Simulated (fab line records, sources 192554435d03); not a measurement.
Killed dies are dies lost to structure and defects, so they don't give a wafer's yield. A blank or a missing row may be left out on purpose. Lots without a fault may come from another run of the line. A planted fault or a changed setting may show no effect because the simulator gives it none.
Chamber matching | flow n5_finfet | N5_BEOL_M0_PRE_CLEAN_131 on cvd_co-01: 3 sister chambers
The step time 15 s. 20 wafers are shown with their chamber, then 10 later ones without.

WAFERS WITH THEIR CHAMBER
wafer  | chamber | heater_power_w (W) | rf_fwd_power_W (W)
L075.2 | 2       | 100                | 296.0
L075.4 | 2       | 100                | 297.4
L075.5 | 0       | 100                | 294.3
L077.1 | 0       | 105                | 295.3
L077.5 | 2       | 101                | 295.3
L077.6 | 1       | 68                 | 296.8
L079.1 | 0       | 102                | 294.7
L079.2 | 2       | 99                 | 296.1
L079.3 | 1       | 67                 | 294.9
L080.1 | 1       | 69                 | 297.3
L080.2 | 0       | 103                | 295.0
L080.4 | 2       | 100                | 296.1
L081.2 | 1       | 67                 | 297.5
L081.3 | 2       | 101                | 293.7
L081.4 | 0       | 103                | 296.0
L083.1 | 2       | 100                | 294.3
L083.3 | 1       | 68                 | 296.1
L083.5 | 2       | 99                 | 294.2
L086.2 | 1       | 69                 | 296.5
L086.3 | 0       | 103                | 295.1

SIGNATURES (means of the wafers above)
reading        | chamber 0 | chamber 1 | chamber 2 | scatter within a chamber
heater_power_w | 102.67    | 68.00     | 100.00    | 1.12
rf_fwd_power_W | 295.067   | 296.517   | 295.387   | 1
Rule: a wafer's distance from a chamber is the root of the sum, over the readings, of the square of ((its reading less the chamber's mean) divided by the reading's scatter). The wafer belongs to the nearest chamber; if the next one is less than 2 further off, it can't be placed. The scatter: the root of (the sum of the squares of (reading less its chamber's mean) over the shown wafers, divided by (wafers less chambers)).

WAFERS WITHOUT THEIR CHAMBER
wafer  | heater_power_w (W) | rf_fwd_power_W (W)
L086.5 | 100                | 295.4
L088.1 | 98                 | 297.1
L088.3 | 103                | 295.7
L088.6 | 97                 | 296.3
L094.1 | 69                 | 296.5
L094.2 | 103                | 295.8
L094.6 | 101                | 295.9
L095.2 | 99                 | 296.9
L095.3 | 70                 | 294.8
L095.6 | 100                | 295.7

WHICH CHAMBER EACH WENT THROUGH
wafer  | from the rows above     | in truth
L086.5 | 2                       | 2
L088.1 | 2                       | 2
L088.3 | can't be placed: 0 or 2 | 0
L088.6 | 2                       | 2
L094.1 | 1                       | 1
L094.2 | can't be placed: 0 or 2 | 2
L094.6 | can't be placed: 2 or 0 | 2
L095.2 | can't be placed: 2 or 0 | 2
L095.3 | 1                       | 1
L095.6 | 2                       | 2
Placed correctly: 6 of 10. Can't be placed from these rows: 4 (the true chamber is among the candidates in 4). Placed wrongly: 0.
